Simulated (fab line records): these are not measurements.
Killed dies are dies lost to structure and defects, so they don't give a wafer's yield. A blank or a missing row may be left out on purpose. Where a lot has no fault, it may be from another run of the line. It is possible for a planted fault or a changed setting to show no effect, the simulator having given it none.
Split-lot trial / flow n5 finfet / 21 wafers read from 7 lots, route of 1938 steps

ON THE SPLIT
At N5_BEOL_M4_COAT_05 (resist thk 30 nm), the setting spin rpm was moved away from the recipe's 1500 rpm on 4 of the 21 wafers read, by -10.1% to +7.0%. For the rest of the wafers, this setting stayed at what the recipe calls for.

FROM THE SPLIT TO THE READING: what the file shows between them, 7 steps
- N5_BEOL_M4_EBR_07
- N5_BEOL_M4_SOFTBAKE_06: time 60 s
- N5_BEOL_M4_EXPOSE_08: exposes mask M4
- N5_BEOL_M4_PEB_09: peb time 60 s
- N5_BEOL_M4_DEVELOP_10: develop time 30 s
- N5_BEOL_M4_DESCUM_16: chemistry O2, time 7 s
- N5_BEOL_M4_ETCH_74: etches underlayer in N2/H2, target depth 6.5 nm, time 5.2 s

THE READING
CAR-EUV_of_BEOL_M4_COAT_05.thk nm (the simulator's own value, which no gauge read), in nm, at N5_BEOL_M4_ETCH_63 (etches SiARC in CF4, target depth 15.6 nm, time 26 s). The file does not state a usual value for it. The 17 wafers here that ran the recipe average 11.1 nm, standard deviation 0.096 nm.

wafer=L078.2; tool, chamber at the split=litho track-02, 0; spin rpm as run, rpm=1500; against the recipe=recipe; CAR-EUV_of_BEOL_M4_COAT_05.thk nm, nm=11; against lot-mates on the recipe=-
wafer=L078.5; tool, chamber at the split=litho track-02, 0; spin rpm as run, rpm=1500; against the recipe=recipe; CAR-EUV_of_BEOL_M4_COAT_05.thk nm, nm=11.2; against lot-mates on the recipe=-
wafer=L078.6; tool, chamber at the split=litho track-02, 0; spin rpm as run, rpm=1500; against the recipe=recipe; CAR-EUV_of_BEOL_M4_COAT_05.thk nm, nm=11.2; against lot-mates on the recipe=-
wafer=L081.1; tool, chamber at the split=litho track-02, 0; spin rpm as run, rpm=1500; against the recipe=recipe; CAR-EUV_of_BEOL_M4_COAT_05.thk nm, nm=11.2; against lot-mates on the recipe=-
wafer=L081.4; tool, chamber at the split=litho track-02, 0; spin rpm as run, rpm=1500; against the recipe=recipe; CAR-EUV_of_BEOL_M4_COAT_05.thk nm, nm=11.2; against lot-mates on the recipe=-
wafer=L081.5; tool, chamber at the split=litho track-02, 0; spin rpm as run, rpm=1500; against the recipe=recipe; CAR-EUV_of_BEOL_M4_COAT_05.thk nm, nm=11; against lot-mates on the recipe=-
wafer=L083.1; tool, chamber at the split=litho track-02, 0; spin rpm as run, rpm=1349; against the recipe=-10.1%; CAR-EUV_of_BEOL_M4_COAT_05.thk nm, nm=12.8; against lot-mates on the recipe=+1.7
wafer=L083.2; tool, chamber at the split=litho track-02, 0; spin rpm as run, rpm=1500; against the recipe=recipe; CAR-EUV_of_BEOL_M4_COAT_05.thk nm, nm=11.2; against lot-mates on the recipe=-
wafer=L083.3; tool, chamber at the split=litho track-02, 0; spin rpm as run, rpm=1500; against the recipe=recipe; CAR-EUV_of_BEOL_M4_COAT_05.thk nm, nm=11; against lot-mates on the recipe=-
wafer=L088.4; tool, chamber at the split=litho track-02, 0; spin rpm as run, rpm=1500; against the recipe=recipe; CAR-EUV_of_BEOL_M4_COAT_05.thk nm, nm=11; against lot-mates on the recipe=-
wafer=L088.5; tool, chamber at the split=litho track-02, 0; spin rpm as run, rpm=1605; against the recipe=+7.0%; CAR-EUV_of_BEOL_M4_COAT_05.thk nm, nm=10; against lot-mates on the recipe=-1.0
wafer=L088.6; tool, chamber at the split=litho track-02, 0; spin rpm as run, rpm=1605; against the recipe=+7.0%; CAR-EUV_of_BEOL_M4_COAT_05.thk nm, nm=10; against lot-mates on the recipe=-1.0
wafer=L089.2; tool, chamber at the split=litho track-02, 0; spin rpm as run, rpm=1500; against the recipe=recipe; CAR-EUV_of_BEOL_M4_COAT_05.thk nm, nm=11.2; against lot-mates on the recipe=-
wafer=L089.5; tool, chamber at the split=litho track-02, 0; spin rpm as run, rpm=1500; against the recipe=recipe; CAR-EUV_of_BEOL_M4_COAT_05.thk nm, nm=11.2; against lot-mates on the recipe=-
wafer=L089.3; tool, chamber at the split=litho track-02, 0; spin rpm as run, rpm=1429; against the recipe=-4.7%; CAR-EUV_of_BEOL_M4_COAT_05.thk nm, nm=11.8; against lot-mates on the recipe=+0.6
wafer=L090.1; tool, chamber at the split=litho track-01, 0; spin rpm as run, rpm=1500; against the recipe=recipe; CAR-EUV_of_BEOL_M4_COAT_05.thk nm, nm=11.2; against lot-mates on the recipe=-
wafer=L090.2; tool, chamber at the split=litho track-01, 0; spin rpm as run, rpm=1500; against the recipe=recipe; CAR-EUV_of_BEOL_M4_COAT_05.thk nm, nm=11.2; against lot-mates on the recipe=-
wafer=L090.4; tool, chamber at the split=litho track-01, 0; spin rpm as run, rpm=1500; against the recipe=recipe; CAR-EUV_of_BEOL_M4_COAT_05.thk nm, nm=11.2; against lot-mates on the recipe=-
wafer=L093.1; tool, chamber at the split=litho track-01, 0; spin rpm as run, rpm=1500; against the recipe=recipe; CAR-EUV_of_BEOL_M4_COAT_05.thk nm, nm=11; against lot-mates on the recipe=-
wafer=L093.2; tool, chamber at the split=litho track-01, 0; spin rpm as run, rpm=1500; against the recipe=recipe; CAR-EUV_of_BEOL_M4_COAT_05.thk nm, nm=11; against lot-mates on the recipe=-
wafer=L093.6; tool, chamber at the split=litho track-01, 0; spin rpm as run, rpm=1500; against the recipe=recipe; CAR-EUV_of_BEOL_M4_COAT_05.thk nm, nm=11.2; against lot-mates on the recipe=-

THE FIT
A straight line over all 21 wafers: CAR-EUV_of_BEOL_M4_COAT_05.thk nm changes by -0.161 nm for each +1% of spin rpm; r = -0.99; the points scatter about the line by 0.093 nm.
The same after taking each lot's own level away (the mean of its wafers on the recipe; 21 wafers): -0.153 nm for each +1%; r = -0.99; scatter 0.089 nm.
According to that fit, moving spin rpm by its largest amount changes the reading by 1.5 nm.
The span of the lots' own levels, 11.00 to 11.20 nm, comes to 2.1 times the standard deviation stated above.
So the lot-to-lot level changes the slope little: the two slopes agree.
Check: +1.4 nm against its lot-mates is what the line predicts for one of the wafers moved furthest among these (-10.1%) when that wafer is left out of the fit. Against them it came out at +1.7 nm.

OTHER SPLITS APPLIED TO THESE WAFERS
Note: prior to the reading, these wafers also went through further splits. Each is held against what the fit with the lots' levels taken away leaves over:
other split on the same wafers=N5_BEOL_M3_COAT_67 spin rpm; wafers away from the commonest value=7; r with CAR-EUV_of_BEOL_M4_COAT_05.thk nm (lot level and that fit taken away)=-0.25

THE WHOLE CHAIN: every reading that the file lists as answering this split, in the file's order
step=N5_BEOL_M4_COAT_05; what it does=resist thk 30 nm; reading=CAR-EUV_of_BEOL_M4_COAT_05.thk nm (the simulator's own value, which no gauge read); change (the file's fit)=-0.153 nm for each +1% of the setting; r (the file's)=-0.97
step=N5_BEOL_M4_DEVELOP_10; what it does=develop time 30 s; reading=CAR-EUV_of_BEOL_M4_COAT_05.thk nm (the simulator's own value, which no gauge read); change (the file's fit)=-0.167 nm for each +1% of the setting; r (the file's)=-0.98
step=N5_BEOL_M4_ETCH_63; what it does=etches SiARC in CF4, target depth 15.6 nm, time 26 s; reading=CAR-EUV_of_BEOL_M4_COAT_05.thk nm (the simulator's own value, which no gauge read); change (the file's fit)=-0.156 nm for each +1% of the setting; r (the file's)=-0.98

THE FILE'S OWN FIT
CAR-EUV_of_BEOL_M4_COAT_05.thk nm changes by -0.156 nm for each +1% of spin rpm, r = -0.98.
